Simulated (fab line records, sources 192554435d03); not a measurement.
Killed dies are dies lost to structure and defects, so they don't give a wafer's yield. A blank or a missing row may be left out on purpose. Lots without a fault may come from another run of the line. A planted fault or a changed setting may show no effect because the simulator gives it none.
Chamber matching | flow n5_finfet | N5_FIN_SAQP_HM_OPEN_33 on rie_diel-01: 4 sister chambers
The step chemistry CH3F/O2, target SiNx, target depth 49.4 nm, time 70.6 s. 8 wafers are shown with their chamber, then 9 later ones without.

WAFERS WITH THEIR CHAMBER
wafer  | chamber | drypump_motor_current_A (A) | throttle_valve_pct (%)
L084.1 | 0       | 6.0                         | 16.29
L084.5 | 0       | 6.0                         | 16.30
L088.1 | 3       | 6.0                         | 16.78
L088.3 | 1       | 6.7                         | 16.76
L088.5 | 3       | 6.0                         | 16.78
L089.1 | 2       | 5.1                         | 16.30
L089.2 | 1       | 6.7                         | 16.74
L089.5 | 2       | 5.2                         | 16.27

WAFERS WITHOUT THEIR CHAMBER
wafer  | drypump_motor_current_A (A) | throttle_valve_pct (%)
L090.1 | 5.2                         | 16.30
L090.3 | 6.7                         | 16.76
L090.4 | 6.7                         | 16.76
L091.1 | 6.0                         | 16.32
L091.2 | 5.2                         | 16.31
L091.5 | 6.0                         | 16.34
L095.2 | 5.1                         | 16.32
L095.3 | 6.0                         | 16.34
L095.4 | 5.1                         | 16.32

WHICH CHAMBER EACH WENT THROUGH
wafer  | from the rows above | in truth
L090.1 | 2                   | 2
L090.3 | 1                   | 1
L090.4 | 1                   | 1
L091.1 | 0                   | 0
L091.2 | 2                   | 2
L091.5 | 0                   | 0
L095.2 | 2                   | 2
L095.3 | 0                   | 0
L095.4 | 2                   | 2
Placed correctly: 9 of 9. Can't be placed from these rows: 0. Placed wrongly: 0.
How it was worked out, from the rows above alone: a wafer's distance from a chamber is the root of the sum, over the readings, of the square of ((its reading less the chamber's mean) divided by the reading's scatter). The wafer belongs to the nearest chamber; if the next one is less than 2 further off, it can't be placed. A chamber's mean is the mean of its shown wafers. The scatter: the root of (the sum of the squares of (reading less its chamber's mean) over the shown wafers, divided by (wafers less chambers)).
